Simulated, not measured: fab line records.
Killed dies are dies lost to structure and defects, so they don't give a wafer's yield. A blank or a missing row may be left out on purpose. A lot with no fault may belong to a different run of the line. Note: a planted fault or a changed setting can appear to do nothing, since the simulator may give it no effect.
fab line records	flow nandHarc
[record] lots = 6	wafers = 16	lastDay = 34
route steps=1302 shown A_CHANNEL_HOLE_D2@583 END@1302
lots untouched by any fault: they come from a run of this same line in which no faults occurred
startH: start of the lot's first displayed wafer, in hours after the record's first day	waitH: time in hours since the lot's previous step	" the same as in the row above	L1.1+2: one row covering several wafers at once	- either no value or no given start	* or withheld: withheld	< > ~ a bound
route shown NAME@n: NAME is a module with steps in the file, n the number in the route of the first one	usual: mean/standard deviation taken from wafers without a fault	same: alike in all rows	chamber/n: place in a boat	sites: readings site by site	_std_site: standard deviation across them	_edge_site: inner sites' mean taken away from outer sites' mean	radiusMm: for every site, how far away it sits from the centre of the wafer	mask NAME#n: copy n	behind: the most recent tool/chamber to have shaped the wafer	hold: why the lot went on hold/how many hours it stayed there/how the hold came to an end	device: which transistor (n, p or np) failed to switch	end of line: the route-end tests of the same wafers	step lacking rows: just its recipe	killed: dies that structure and defects cost at the first sort, which is not the same as the wafer's yield	map: shows each die of a wafer: x if killed, . if not, _ if none is there
set.NAME: setting as actually run; set.NAME@STEP: the setting as run at that earlier step	model.NAME: the simulator's own value behind a step, which no gauge read
lots at some steps of the route; a table a step, a row a wafer
services: from which hour (startH, from the record's first day; less than 0 if before it) a tool's chamber was out of use, for how many hours, and why
[[steps]]
[step NHARC_A_CHANNEL_HOLE_D2_OVL_MEAS_11]
[usual] overlayXNm = 0.0/0.81	overlayYNm = -0.4/0.64
lot.wafer	tool	chamber	startH	waitH	overlayXNm	overlayYNm
L144.2	overlay-02	-	327.65	-	0.9	-0.4
L144.5	"	-	"	"	1.3	-0.8
L144.6	"	-	"	"	1.2	-0.4
L145.3	overlay-01	-	339.34	-	-0.2	-0.4
L145.5	"	-	"	"	-0.2	-1.0
L145.6	"	-	"	"	0.1	-0.3
L148.4	overlay-01	-	366.09	-	-1.1	-0.1
L148.6	"	-	"	"	-0.2	0.4
L149.4	overlay-01	-	377.85	-	-0.6	-1.2
L149.6	"	-	"	"	-0.4	-1.3
L160.1	overlay-01	-	497.20	-	-0.5	0.8
L160.3	"	-	"	"	0.1	0.7
L160.5	"	-	"	"	-0.5	0.0
L163.1	overlay-01	-	527.26	-	0.3	0.2
L163.3	"	-	"	"	0.5	0.3
L163.5	"	-	"	"	0.4	-0.1
[step NHARC_A_CHANNEL_HOLE_D2_INSPECT_12]
[usual] rawDefectCount = 30/23
lot.wafer	tool	chamber	startH	waitH	rawDefectCount
L144.2	defectInspect-01	-	327.68	0.0	5
L144.5	"	-	"	"	4
L144.6	"	-	"	"	7
L145.3	defectInspect-01	-	339.38	0.0	53
L145.5	"	-	"	"	50
L145.6	"	-	"	"	74
L148.4	defectInspect-01	-	366.13	0.0	54
L148.6	"	-	"	"	42
L149.4	defectInspect-02	-	377.89	0.0	9
L149.6	"	-	"	"	6
L160.1	defectInspect-01	-	497.24	0.0	21
L160.3	"	-	"	"	29
L160.5	"	-	"	"	24
L163.1	defectInspect-01	-	527.30	0.0	1
L163.3	"	-	"	"	4
L163.5	"	-	"	"	6
[step NHARC_A_CHANNEL_HOLE_D2_DESCUM_15]
[recipe] timeS = 3	o2FlowSccm = 200	arFlowSccm = 0	biasPowerW = 0	chemistry = O2
[step NHARC_A_CHANNEL_HOLE_D2_ETCH_38]
[recipe] targetDepthA = 390	overEtchFrac = 0.3	timeS = 65	ionEnergyEv = 80	cf4FlowSccm = 150	arFlowSccm = 0	rfW = 300	biasW = 100	chemistry = CF4
[step NHARC_A_CHANNEL_HOLE_D2_ETCH_39]
[recipe] targetDepthA = 2600	overEtchFrac = 0.3	timeS = 325	ionEnergyEv = 200	n2FlowSccm = 150	h2FlowSccm = 150	arFlowSccm = 0	rfW = 400	biasW = 150	chemistry = N2/H2
[step NHARC_A_CHANNEL_HOLE_D2_ETCH_34]
[recipe] targetDepthA = 1540	timeS = 77	cf4FlowSccm = 100	chf3FlowSccm = 30	arFlowSccm = 0	rfW = 500	biasW = 200	chemistry = CF4/CHF3
[step NHARC_A_CHANNEL_HOLE_D2_ETCH_16]
[recipe] targetDepthA = 31000	overEtchFrac = 0.3	timeS = 806	ionEnergyEv = 150	o2FlowSccm = 400	cosFlowSccm = 20	arFlowSccm = 0	rfW = 500	biasW = 300	chemistry = O2/COS
[step NHARC_A_CHANNEL_HOLE_D2_CD_MEAS_18]
[usual] cdNm = 99.2/1.5
lot.wafer	tool	chamber	startH	waitH	cdNm
L144.2	cdSem-02	-	328.86	-	99.0
L144.5	"	-	"	"	99.0
L144.6	"	-	"	"	98.8
L145.3	cdSem-03	-	340.75	-	100.3
L145.5	"	-	"	"	101.3
L145.6	"	-	"	"	102.3
L148.4	cdSem-03	-	367.31	-	99.9
L148.6	"	-	"	"	102.0
L149.4	cdSem-03	-	379.06	-	97.0
L149.6	"	-	"	"	98.9
L160.1	cdSem-01	-	498.40	-	98.2
L160.3	"	-	"	"	99.9
L160.5	"	-	"	"	98.3
L163.1	cdSem-02	-	528.46	-	99.5
L163.3	"	-	"	"	99.4
L163.5	"	-	"	"	99.2
[step NHARC_A_CHANNEL_HOLE_D2_ETCH_19]
[recipe] biasV = 1200	sourceW = 2500	pressureMtorr = 15	timeS = 34.5	arFlowSccm = 375	c4f8FlowSccm = 28.8	o2FlowSccm = 96.2	tempC = -20	targetDepthA = *	chemistry = C4F8/O2/Ar
[step NHARC_A_CHANNEL_HOLE_D2_ETCH_20]
[recipe] biasV = 3000	sourceW = withheld	pressureMtorr = 20	timeS = 361.9	arFlowSccm = 375	c4f8FlowSccm = 89.3	o2FlowSccm = 35.7	tempC = -20	targetDepthA = 16000	chemistry = C4F8/O2/Ar
[step NHARC_A_CHANNEL_HOLE_D2_ETCH_21]
[recipe] biasV = 3000	sourceW = withheld	pressureMtorr = 20	timeS = 514.3	arFlowSccm = 375	c4f8FlowSccm = 89.3	o2FlowSccm = 35.7	tempC = -20	targetDepthA = 16000	chemistry = C4F8/O2/Ar
[usual] drypumpMotorCurrentA = 5.4/0.37	showerheadPlenumPTorr = 3.62/0.075	throttleValvePct = 32.156/0.0089
lot.wafer	tool	chamber	startH	waitH	drypumpMotorCurrentA	rfHoursCounterH	showerheadPlenumPTorr	throttleValvePct
L144.2	harEtch-01	1	329.36	0.3	4.9	172	3.68	32.160
L144.6	"	1	"	"	4.9	-	3.68	32.139
L144.5	"	0	"	"	5.8	-	3.53	32.162
L145.3	harEtch-02	0	341.46	0.3	5.7	-	3.62	32.166
L145.5	"	1	"	"	5.3	-	3.72	32.156
L145.6	"	0	"	"	5.7	-	3.62	32.163
L148.4	harEtch-01	0	368.07	0.3	5.8	-	3.51	32.166
L148.6	"	0	"	"	5.8	-	3.51	32.135
L149.4	harEtch-01	0	379.71	0.3	5.8	-	3.51	32.153
L149.6	"	0	"	"	5.8	-	3.51	32.164
L160.1	harEtch-02	1	498.98	0.3	5.3	62	3.68	32.153
L160.3	"	0	"	"	5.7	-	3.58	32.159
L160.5	"	1	"	"	5.3	-	3.68	32.157
L163.1	harEtch-02	0	528.96	0.3	5.7	77	3.57	32.154
L163.3	"	1	"	"	5.3	-	3.67	32.166
L163.5	"	1	"	"	5.3	-	3.67	32.161
[step NHARC_A_CHANNEL_HOLE_D2_ETCH_22]
[recipe] biasV = 3000	sourceW = withheld	pressureMtorr = 20	timeS = 666.7	arFlowSccm = 375	c4f8FlowSccm = 89.3	o2FlowSccm = 35.7	tempC = -20	targetDepthA = 16000	chemistry = C4F8/O2/Ar
[usual] drypumpMotorCurrentA = 5.4/0.37	showerheadPlenumPTorr = 3.62/0.075	throttleValvePct = 32.155/0.011
lot.wafer	tool	chamber	startH	waitH	drypumpMotorCurrentA	rfHoursCounterH	showerheadPlenumPTorr	throttleValvePct
L144.2	harEtch-01	1	329.80	0.4	4.9	173	3.68	32.155
L144.6	"	1	"	"	4.9	-	3.68	32.167
L144.5	"	0	"	"	5.8	-	3.53	32.146
L145.3	harEtch-02	0	341.97	0.4	5.7	-	3.62	32.149
L145.5	"	1	"	"	5.3	-	3.72	32.169
L145.6	"	0	"	"	5.7	-	3.62	32.139
L148.4	harEtch-01	0	368.55	0.4	5.8	-	3.51	32.158
L148.6	"	0	"	"	5.8	-	3.51	32.169
L149.4	harEtch-01	0	380.20	0.4	5.8	-	3.51	32.157
L149.6	"	0	"	"	5.8	-	3.51	32.158
L160.1	harEtch-02	1	499.45	0.4	5.3	62	3.68	32.146
L160.3	"	0	"	"	5.7	-	3.58	32.168
L160.5	"	1	"	"	5.3	-	3.68	32.154
L163.1	harEtch-02	0	529.40	0.4	5.7	78	3.57	32.166
L163.3	"	1	"	"	5.3	-	3.67	32.148
L163.5	"	1	"	"	5.3	-	3.67	32.149
[step NHARC_A_CHANNEL_HOLE_D2_ETCH_23]
[recipe] biasV = 5000	sourceW = withheld	pressureMtorr = 20	timeS = 819	arFlowSccm = 375	c4f8FlowSccm = 89.3	o2FlowSccm = 35.7	tempC = -20	targetDepthA = 16000	chemistry = C4F8/O2/Ar
[usual] drypumpMotorCurrentA = 5.4/0.37	showerheadPlenumPTorr = 3.62/0.075	throttleValvePct = 32.156/0.0089
lot.wafer	tool	chamber	startH	waitH	drypumpMotorCurrentA	rfHoursCounterH	showerheadPlenumPTorr	throttleValvePct
L144.2	harEtch-01	1	330.37	0.5	4.9	173	3.68	32.147
L144.6	"	1	"	"	4.9	-	3.68	32.156
L144.5	"	0	"	"	5.8	-	3.53	32.145
L145.3	harEtch-02	0	342.60	0.5	5.8	-	3.62	32.145
L145.5	"	1	"	"	5.3	-	3.72	32.161
L145.6	"	0	"	"	5.7	-	3.62	32.160
L148.4	harEtch-01	0	369.15	0.5	5.8	-	3.51	32.149
L148.6	"	0	"	"	5.8	-	3.51	32.160
L149.4	harEtch-01	0	380.82	0.5	5.8	-	3.51	32.154
L149.6	"	0	"	"	5.8	-	3.51	32.146
L160.1	harEtch-02	1	500.04	0.5	5.3	63	3.68	32.147
L160.3	"	0	"	"	5.7	-	3.58	32.159
L160.5	"	1	"	"	5.3	-	3.68	32.168
L163.1	harEtch-02	0	529.98	0.5	5.7	78	3.57	32.148
L163.3	"	1	"	"	5.3	-	3.67	32.165
L163.5	"	1	"	"	5.3	-	3.67	32.177
[step NHARC_A_CHANNEL_HOLE_D2_ETCH_24]
[recipe] biasV = 5000	sourceW = withheld	pressureMtorr = 20	timeS = 906.2	arFlowSccm = 375	c4f8FlowSccm = 93.8	o2FlowSccm = 31.2	tempC = -20	targetDepthA = 15000	chemistry = C4F8/O2/Ar
[step NHARC_A_CHANNEL_HOLE_D2_ETCH_25]
[recipe] biasV = 5000	sourceW = withheld	pressureMtorr = 20	timeS = 1040.2	arFlowSccm = 375	c4f8FlowSccm = 93.8	o2FlowSccm = 31.2	tempC = -20	targetDepthA = 15000	chemistry = C4F8/O2/Ar
[usual] drypumpMotorCurrentA = 5.4/0.37	showerheadPlenumPTorr = 3.61/0.075	throttleValvePct = 32.236/0.0088
lot.wafer	tool	chamber	startH	waitH	drypumpMotorCurrentA	rfHoursCounterH	showerheadPlenumPTorr	throttleValvePct
L144.2	harEtch-01	1	331.83	0.6	4.9	175	3.68	32.243
L144.6	"	1	"	"	4.9	-	3.68	32.249
L144.5	"	0	"	"	5.8	-	3.52	32.232
L145.3	harEtch-02	0	344.16	0.7	5.7	-	3.62	32.252
L145.5	"	1	"	"	5.3	-	3.72	32.246
L145.6	"	0	"	"	5.7	-	3.62	32.243
L148.4	harEtch-01	0	370.67	0.7	5.8	-	3.51	32.218
L148.6	"	0	"	"	5.8	-	3.51	32.237
L149.4	harEtch-01	0	382.34	0.7	5.8	-	3.51	32.230
L149.6	"	0	"	"	5.8	-	3.51	32.230
L160.1	harEtch-02	1	501.52	0.7	5.3	64	3.67	32.230
L160.3	"	0	"	"	5.7	-	3.57	32.220
L160.5	"	1	"	"	5.3	-	3.67	32.241
L163.1	harEtch-02	0	531.43	0.6	5.7	80	3.57	32.230
L163.3	"	1	"	"	5.3	-	3.66	32.242
L163.5	"	1	"	"	5.3	-	3.66	32.233
[step NHARC_A_CHANNEL_HOLE_D2_ETCH_26]
[recipe] biasV = 300	sourceW = 2000	pressureMtorr = 30	timeS = 224.1	arFlowSccm = 375	c4f8FlowSccm = 11.4	o2FlowSccm = 113.6	tempC = -20	targetDepthA = 3000	chemistry = C4F8/O2/Ar
[usual] drypumpMotorCurrentA = 5.4/0.37	showerheadPlenumPTorr = 3.66/0.079	throttleValvePct = 24.584/0.0096
lot.wafer	tool	chamber	startH	waitH	drypumpMotorCurrentA	rfHoursCounterH	showerheadPlenumPTorr	throttleValvePct
L144.2	harEtch-01	1	332.72	0.7	4.9	175	3.73	24.576
L144.6	"	1	"	"	4.9	-	3.73	24.569
L144.5	"	0	"	"	5.8	-	3.56	24.578
L145.3	harEtch-02	0	344.70	0.4	5.7	-	3.66	24.584
L145.5	"	1	"	"	5.3	-	3.77	24.582
L145.6	"	0	"	"	5.7	-	3.66	24.571
L148.4	harEtch-01	0	371.31	0.5	5.8	-	3.55	24.580
L148.6	"	0	"	"	5.8	-	3.55	24.594
L149.4	harEtch-01	0	382.99	0.5	5.8	-	3.55	24.582
L149.6	"	0	"	"	5.8	-	3.55	24.574
L160.1	harEtch-02	1	502.28	0.6	5.3	65	3.72	24.575
L160.3	"	0	"	"	5.7	-	3.62	24.585
L160.5	"	1	"	"	5.3	-	3.72	24.566
L163.1	harEtch-02	0	532.30	0.7	5.7	80	3.61	24.581
L163.3	"	1	"	"	5.3	-	3.71	24.589
L163.5	"	1	"	"	5.3	-	3.71	24.583
[step NHARC_A_CHANNEL_HOLE_D2_ETCH_27]
[recipe] biasV = 400	sourceW = 2000	pressureMtorr = 25	timeS = 90	arFlowSccm = 375	c4f8FlowSccm = 41.7	o2FlowSccm = 83.3	tempC = -20	targetDepthA = 4000	chemistry = C4F8/O2/Ar
[step NHARC_A_CHANNEL_HOLE_D2_STRIP_41]
[recipe] n2FlowSccm = 150	h2FlowSccm = 150	arFlowSccm = 0	biasW = 0	chemistry = N2/H2
[step NHARC_A_CHANNEL_HOLE_D2_STRIP_42]
[recipe] cf4FlowSccm = 100	chf3FlowSccm = 30	arFlowSccm = 0	biasW = 0	chemistry = CF4/CHF3
[step NHARC_A_CHANNEL_HOLE_D2_STRIP_43]
[recipe] o2FlowSccm = 400	cosFlowSccm = 20	arFlowSccm = 0	biasW = 0	chemistry = O2/COS
[step NHARC_A_CHANNEL_HOLE_D2_ETCH_44]
[recipe] targetDepthA = 1400	overetchA = 140	timeS = 77	ionEnergyEv = 100	cf4FlowSccm = 80	o2FlowSccm = 20	arFlowSccm = 0	rfW = 300	biasW = 100	chemistry = CF4/O2
[step NHARC_A_CHANNEL_HOLE_D2_STRIP_28]
[recipe] o2FlowSccm = 500	arFlowSccm = 0	biasW = 0	chemistry = O2
[usual] drypumpMotorCurrentA = 5.8/0.42	oesProductAu = 0.997/0.0081	rfVppV = 57.8/0.72	showerheadPlenumPTorr = 3.52/0.13	throttleValvePct = 17.037/0.0091
[same] biasW = 0
lot.wafer	tool	chamber	startH	waitH	drypumpMotorCurrentA	oesProductAu	rfHoursCounterH	rfVppV	showerheadPlenumPTorr	throttleValvePct
L144.2	rieDiel-12	2	-	-	5.8	0.995	2.3	58.5	3.48	17.033
L144.6	"	1	"	"	6.1	0.996	-	58.6	3.61	17.038
L144.5	"	2	"	"	5.7	0.995	-	57.2	3.48	17.044
L145.3	rieDiel-12	2	-	-	5.7	0.993	3.2	56.9	3.48	17.025
L145.5	"	0	"	"	5.5	0.988	-	56.5	3.62	17.043
L145.6	"	1	"	"	6.1	0.998	-	58.1	3.61	17.034
L148.4	rieDiel-12	0	-	-	5.5	0.997	5.3	58.5	3.61	17.054
L148.6	"	3	"	"	6.0	1.003	-	58.5	3.41	17.034
L149.4	rieDiel-13	1	-	-	6.1	0.996	2.1	58.1	3.56	17.042
L149.6	"	2	"	"	5.2	0.993	-	57.7	3.31	17.022
L160.3	rieDiel-13	1	-	-	6.1	0.989	10.4	56.4	3.55	17.035
L160.1	"	0	"	"	5.9	0.990	11.6	57.7	3.62	17.048
L160.5	"	2	"	"	5.2	0.991	-	57.4	3.31	17.026
L163.3	rieDiel-12	0	-	-	5.5	1.000	3.8	57.6	3.61	17.041
L163.1	"	3	"	"	6.0	1.008	3.5	58.6	3.40	17.025
L163.5	"	1	"	"	6.1	0.994	-	57.8	3.61	17.026
[step NHARC_A_CHANNEL_HOLE_D2_PRECLEAN_29]
[recipe] timeS = *	tempC = 50	bathAgeMin = 0	chemistry = SC1
[step NHARC_A_CHANNEL_HOLE_D2_SRD_30]
[step NHARC_A_CHANNEL_HOLE_D2_CD_MEAS_31]
[usual] cdNm = 90.1/0.87
lot.wafer	tool	chamber	startH	waitH	cdNm
L144.2	cdSem-01	-	334.47	-	91.6
L144.5	"	-	"	"	91.5
L144.6	"	-	"	"	90.5
L145.3	cdSem-03	-	346.35	-	90.9
L145.5	"	-	"	"	90.2
L145.6	"	-	"	"	91.2
L148.4	cdSem-03	-	373.05	0.1	89.9
L148.6	"	-	"	"	91.6
L149.4	cdSem-02	-	384.67	-	88.0
L149.6	"	-	"	"	89.8
L160.1	cdSem-03	-	503.98	-	90.2
L160.3	"	-	"	"	89.7
L160.5	"	-	"	"	91.1
L163.1	cdSem-03	-	534.08	0.1	89.8
L163.3	"	-	"	"	90.9
L163.5	"	-	"	"	90.6
[step NHARC_A_CHANNEL_HOLE_D2_XSEM_32]
[recipe] landingEnergyEv = 35000
[step NHARC_A_CHANNEL_HOLE_D2_INSPECT_40]
[usual] rawDefectCount = 292/89
lot.wafer	tool	chamber	startH	waitH	hold	rawDefectCount
L144.2	defectInspect-02	-	334.65	-	-	148
L144.5	"	-	"	"	-	154
L144.6	"	-	"	"	-	175
L145.3	defectInspect-02	-	346.53	-	-	255
L145.5	"	-	"	"	-	363
L145.6	"	-	"	"	-	358
L148.4	defectInspect-02	-	373.22	-	awaitDispo/0.2h/release	1312
L148.6	"	-	"	"	awaitDispo/0.2h/release	1314
L148.4	defectInspect-02	-	373.40	0.2	-	1315
L148.6	"	-	"	"	-	1322
L149.4	defectInspect-02	-	384.85	-	awaitDispo/0.2h/release	1289
L149.6	"	-	"	"	awaitDispo/0.2h/release	1214
L149.4	defectInspect-02	-	385.02	0.2	-	1303
L149.6	"	-	"	"	-	1221
L160.1	defectInspect-01	-	504.17	-	-	209
L160.3	"	-	"	"	-	338
L160.5	"	-	"	"	-	233
L163.1	defectInspect-01	-	534.28	-	-	194
L163.3	"	-	"	"	-	175
L163.5	"	-	"	"	-	222
[step NHARC_END_SORT_01]
[recipe] tempC = 25
[usual] killedAtArray = 52/19	killedAtOther = 0.8/1	killedAtPeriphery = 3.7/2.5	killedDies = 56/19	killedOpen = 3.5/2	killedShort = 2.2/1.4
[same] grossDies = 677
lot.wafer	tool	chamber	startH	waitH	killedAtArray	killedAtOther	killedAtPeriphery	killedDies	killedOpen	killedShort
L148.4	prober-02	0	653.91	3.4	149	0	3	152	3	2
L148.6	prober-02	0	655.50	4.0	137	1	2	140	1	2
L149.4	prober-02	0	654.18	3.4	112	0	2	114	4	2
L149.6	prober-02	0	655.77	4.0	111	0	1	112	2	2
L163.1	prober-02	0	803.85	2.5	31	3	4	38	4	4
L163.3	prober-02	0	805.43	3.1	17	0	3	20	2	3
L163.5	prober-02	0	807.01	3.7	23	1	2	26	4	0
// killed by level:class
L148.4 A_CHANNEL_HOLE_D2:unspecified=100 A_CHANNEL_HOLE_D1:chamberFilmFlake=28 A_STAIRCASE:chamberFilmFlake=5 A_CHANNEL_FILL_D1:chamberFilmFlake=3 A_CONTACT:chamberFilmFlake=3 A_CHANNEL_HOLE_D2:chamberFilmFlake=2 A_WL_FILL:chamberFilmFlake=2 A_CHANNEL_FILL_D1:geometricParticle:open=1
L149.4 A_CHANNEL_HOLE_D2:unspecified=91 A_CHANNEL_HOLE_D2:chamberFilmFlake=3 A_WL_FILL:chamberFilmFlake=3 A_SLIT:chamberFilmFlake=3 A_BLC:chamberFilmFlake=3 A_CHANNEL_FILL_D1:geometricParticle:open=2 P_GATE:geometricParticle:open=1 A_SOURCE_PLATE:geometricParticle:short=1
L148.6 A_CHANNEL_HOLE_D2:unspecified=98 A_CHANNEL_HOLE_D1:chamberFilmFlake=24 A_CONTACT:chamberFilmFlake=8 A_STAIRCASE:chamberFilmFlake=3 A_ONON_D1:geometricParticle:open=1 A_CHANNEL_HOLE_D1:geometricParticle:short=1 STARTING-WAFER:geometricParticle:short=1 P_STI:chamberFilmFlake=1
L149.6 A_CHANNEL_HOLE_D2:unspecified=97 A_CHANNEL_HOLE_D2:chamberFilmFlake=3 A_STAIRCASE:chamberFilmFlake=2 A_CONTACT:chamberFilmFlake=2 A_CHANNEL_FILL_D1:geometricParticle:short=1 A_ONON_D2:geometricParticle:open=1 A_WL_FILL:geometricParticle:short=1 A_WL_FILL:geometricParticle:open=1
L163.1 A_SLIT:chamberFilmFlake=12 A_CONTACT:chamberFilmFlake=11 P_GATE:geometricParticle:open=2 A_STAIRCASE:chamberFilmFlake=2 A_WL_FILL:chamberFilmFlake=2 THIN_TSV:chamberFilmFlake=2 P_CONTACT:geometricParticle:short=1 P_CONTACT:geometricParticle:open=1
L163.3 A_CONTACT:chamberFilmFlake=4 A_SLIT:chamberFilmFlake=4 P_GATE:chamberFilmFlake=2 A_WL_FILL:chamberFilmFlake=2 P_M0:geometricParticle:open=1 A_SOURCE_PLATE:geometricParticle:short=1 A_CHANNEL_FILL_D2:geometricParticle:open=1 A_SGD_CUT:geometricParticle:short=1
L163.5 A_CONTACT:chamberFilmFlake=9 A_SLIT:chamberFilmFlake=6 A_CHANNEL_FILL_D1:chamberFilmFlake=3 A_WL_FILL:chamberFilmFlake=2 P_GATE:geometricParticle:open=1 P_CONTACT:geometricParticle:open=1 A_WL_FILL:geometricParticle:open=1 A_BLC:geometricParticle:open=1
// map L148.4 (x killed, . not)
____________.____________
_________......._________
_______x.........._______
______xx...........______
_____..xxx.........._____
____xxxxx..x.........____
____.xxxx.x....x.....____
___..xxxxx............___
___x.xx.xx.x..........___
__....xxx..xx..........__
__......x..............__
_............x.........._
_......x................_
_......................._
_..........x............_
_......x.xx............._
..x...xxxxx.xx...........
......xxxxxxxx...........
...x..xxxxxxxx...........
.....xxxxxxxx..........x.
....xxxxxxxxxx...........
_.x..xxxxxxxxx.........._
_....xxxxxxxx.x........._
_...xxxxxxxxx..........._
_....xxxxxxxx....x......_
_....x.xxxxxx..........._
__....xxxxxx.x.........__
__.....xxxx.x.....x....__
___.....xx.x.x........___
___...................___
____.................____
____...x.x..x........____
_____......x.....x.._____
______.............______
_______x.........._______
_________......._________
____________.____________
// map L149.4 (x killed, . not)
____________.____________
_________......._________
_______..........._______
______.............______
_____..............._____
____.x..x............____
____.x...............____
___..x..............x.___
___..x................___
__.....................__
__.....................__
_.....x................._
_......................._
_......................._
_........x.x...........x_
_..........x............_
......x.xxxxx............
......xxxxxxx.x..........
.....xxxxxxxxx...........
......xxxxxxxx........x..
.....xxxxxxxx.x..........
_.....xxxxxxxx.........._
_....xxxxxxxxx.........._
_....xxxxxxxxx.........._
_....xxxxxxxx..........._
_.....xxxxxx.x.........._
__.....xxxxxx..........__
__....xxxx.............__
___...xxx..x.........x___
___.......x..x........___
____x...........x....____
____.....x...........____
_____..............._____
______.............______
_______..........._______
_________....x.._________
____________.____________
[[services]]
tool	chamber	startH	hours	kind
rieDiel-13	0	324.35	3.3	repair
rieDiel-12	0	326.40	-	clean
rieDiel-12	1	326.40	-	clean
rieDiel-12	2	326.40	-	clean
rieDiel-12	3	326.40	-	clean
rieDiel-13	3	340.62	3.4	repair
rieDiel-13	-	342.00	9.0	pm
rieDiel-12	0	350.90	-	clean
rieDiel-12	1	350.90	-	clean
rieDiel-12	2	350.90	-	clean
rieDiel-12	3	350.90	-	clean
harEtch-01	-	354.24	1.8	repair
rieDiel-12	3	360.91	4.3	repair
harEtch-02	-	377.00	17.0	pm
harEtch-02	0	377.00	17.0	ventCycle
harEtch-02	1	377.00	17.0	ventCycle
rieDiel-12	1	389.37	5.6	repair
harEtch-02	0	394.00	-	clean
harEtch-02	0	394.00	-	consumableReplace:focusRing
harEtch-02	1	394.00	-	clean
rieDiel-12	-	445.40	9.0	pm
rieDiel-13	3	458.56	6.0	repair
rieDiel-13	1	475.63	9.3	repair
rieDiel-13	-	519.00	9.0	pm
[[key]]
[firstSign] step = NHARC_A_CHANNEL_HOLE_D2_INSPECT_40	reading = visit	direction = added
[effect] step = NHARC_A_CHANNEL_HOLE_D2_INSPECT_40	reading = rawDefectCount	direction = up	sigmas = 11	usual = 292	struck = 1282
[effect] step = NHARC_END_SORT_01	reading = killedAtArray	direction = up	sigmas = 4.1	usual = 52	struck = 127
[moreKillsBornAt] NHARC_A_CHANNEL_HOLE_D2_ETCH_23@harEtch-01 = 335
metAt NHARC_A_CHANNEL_HOLE_D2_ETCH_23
struckWafers L148.4,L148.6,L149.4,L149.6
testerLeftOut L148,L149
onsetBetween 330.37 369.15
alsoFits NHARC_A_CHANNEL_HOLE_D2_ETCH_21:harEtch-01,NHARC_A_CHANNEL_HOLE_D2_ETCH_22:harEtch-01,NHARC_A_CHANNEL_HOLE_D2_ETCH_25:harEtch-01,NHARC_A_CHANNEL_HOLE_D2_ETCH_26:harEtch-01
[fault] kind = chamberParticleSource	tool = harEtch-01	chamber = 0	onsetH = 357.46	steps = NHARC_A_CHANNEL_HOLE_D2_ETCH_23	ratePerVisitCm2 = 1.4543	endH = 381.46
// testerLeftOut: of these lots the tester's yield and bins aren't shown, on N5 and GAA mostly nor the transistor test; their killed dies are dies lost to structure and defects alone, not to doping, threshold or leakage, so they don't give the yield
